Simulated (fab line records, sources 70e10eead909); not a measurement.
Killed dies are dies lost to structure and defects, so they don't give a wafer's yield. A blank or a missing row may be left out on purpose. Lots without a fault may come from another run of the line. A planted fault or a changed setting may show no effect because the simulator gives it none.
A struck lot beside a sound one | flow nand_harc | 15 steps out of a route of 1302
Sound: wafers L358.1, L358.4, L358.6. Struck: wafers L349.1, L349.5, L349.6. The cause comes at the end.
At each step with rows: each side's tool, then ch and its chambers, then its first start. Under that, the readings that differ: sound wafers | struck wafers | difference of the means | sigmas: that difference in standard deviations of wafers without a fault.
alike: readings whose means differ by less than 2 such deviations, and words and numbers that are the same on both sides. not compared: withheld readings, readings that some wafer has no value for, bounds like >300 that may hide the same value, and numbers for which the record gives no deviation and whose values overlap.
The two part at a step that has a row with sigmas, a row that says differs or no value, or rows on one side only. Numbers that don't overlap but have no deviation are shown without sigmas and don't part them. A reading that every wafer of one side lacks parts them only if that side has two wafers or more.

first, 4 steps without rows for these wafers: NHARC_P_M1_EBR_05; NHARC_P_M1_EXPOSE_06 (exposes mask P M1, target cd 130 nm); NHARC_P_M1_PEB_07 (peb time 65 s); NHARC_P_M1_DEVELOP_08 (develop time 35 s).
NHARC_P_M1_CD_MEAS_09: target cd 130 nm.
  sound on cd_sem-01 ch 0, day 12 09:20; struck on cd_sem-01 ch 0, day 8 03:10
  alike: cd_nm
NHARC_P_M1_OVL_MEAS_10: pitch 260 nm.
  sound on overlay-02, day 12 09:25; struck on overlay-01, day 8 03:16
  alike: overlay_x_nm, overlay_y_nm
NHARC_P_M1_INSPECT_11:
  sound on defect_inspect-01, day 12 09:28; struck on defect_inspect-01, day 8 03:18
  alike: raw_defect_count
NHARC_P_M1_DESCUM_14: chemistry O2, time 3 s.
  sound on rie_diel-13 ch 1,2, day 12 09:31; struck on rie_diel-02 ch 0,1,3, day 8 03:23
  alike: drypump_motor_current_A, oes_product_au, rf_vpp_V, showerhead_plenum_p_Torr, throttle_valve_pct
  not compared: rf_hours_counter_h
NHARC_P_M1_ETCH_35: etches the open film in N2/H2, target depth 40 nm, overetch 12 nm, time 43.94 s.
  sound on rie_diel-13 ch 1,2,3, day 12 09:37; struck on rie_diel-02 ch 0,3, day 8 03:33
  alike: bias_w, chamber_pressure_mTorr, drypump_motor_current_A, oes_product_au, rf_vpp_V, showerhead_plenum_p_Torr, throttle_valve_pct
  not compared: rf_hours_counter_h
NHARC_P_M1_ETCH_15: etches the open film in C4F8/Ar, target depth 182.5 nm, time 91.2 s.
  sound on rie_diel-13 ch 0,3; struck on rie_diel-02 ch 0,2,3
  alike: bias_w, chamber_pressure_mTorr, oes_product_au, rf_vpp_V
  not compared: rf_hours_counter_h
NHARC_P_M1_CD_MEAS_16:
  sound on cd_sem-02, day 12 09:53; struck on cd_sem-02, day 8 03:46
  alike: cd_nm
NHARC_P_M1_STRIP_18: strips in N2/H2.
  sound on rie_diel-13 ch 2,3, day 12 09:57; struck on rie_diel-05 ch 0,1, day 8 03:50
  alike: drypump_motor_current_A, oes_product_au, power_w, rf_vpp_V, showerhead_plenum_p_Torr, throttle_valve_pct
  not compared: rf_hours_counter_h
NHARC_P_M1_ETCH_28: etches the open film in CF4/N2, target depth 30 nm, time 72.99 s.
  sound on rie_diel-13 ch 0,1,3, day 12 10:11; struck on rie_diel-05 ch 2,3, day 8 04:05
  no value came back on the struck wafers for any of 7 readings (bias_w (W), cf4_flow_sccm (sccm) and others); on the sound wafers bias_w (W) reads 100.38 99.54 99.63
  not compared: rf_hours_counter_h
then, 1 step without rows for these wafers: NHARC_P_M1_STRIP_19 (strips in post etch residue remover, time 600 s).
-- the record jumps here: 18 days lie between the struck wafers' starts before and after (it left off in module P_M1 and takes up again in module END, whose first step shown is number 1302 of the route) --
NHARC_END_SORT_01:
  sound on prober-01 ch 0, day 30 15:34; struck on prober-02 ch 0, day 26 02:28
  reading                  | sound       | struck         | difference | sigmas
  defect_limited_yield (%) | 94 94 92    | 0 0 0          | -93        | -30
  killed_at_periphery      | 3 5 8       | 597 612 607    | +600       | +99 or more
  killed_dies              | 44 44 56    | 677 677 677    | +629       | +30
  sort_bin_2_pct (%)       | 1.3 1.6 2.8 | 91.7 93.4 92.9 | +90.8      | +70
  sort_n_pass              | 633 633 621 | 0 0 0          | -629       | -30
  sort_rim_yield_pct (%)   | 92 87 88    | 0 0 0          | -89        | -17
  sort_yield_pct (%)       | 94 94 92    | 0 0 0          | -93        | -30
  alike: killed_at_array, killed_at_other, killed_open, killed_short, sort_bin_3_pct, sort_bin_4_pct

WHERE THEY PART
First at NHARC_P_M1_ETCH_28; last, within this record, at NHARC_END_SORT_01.

WHY: what the simulator had put in
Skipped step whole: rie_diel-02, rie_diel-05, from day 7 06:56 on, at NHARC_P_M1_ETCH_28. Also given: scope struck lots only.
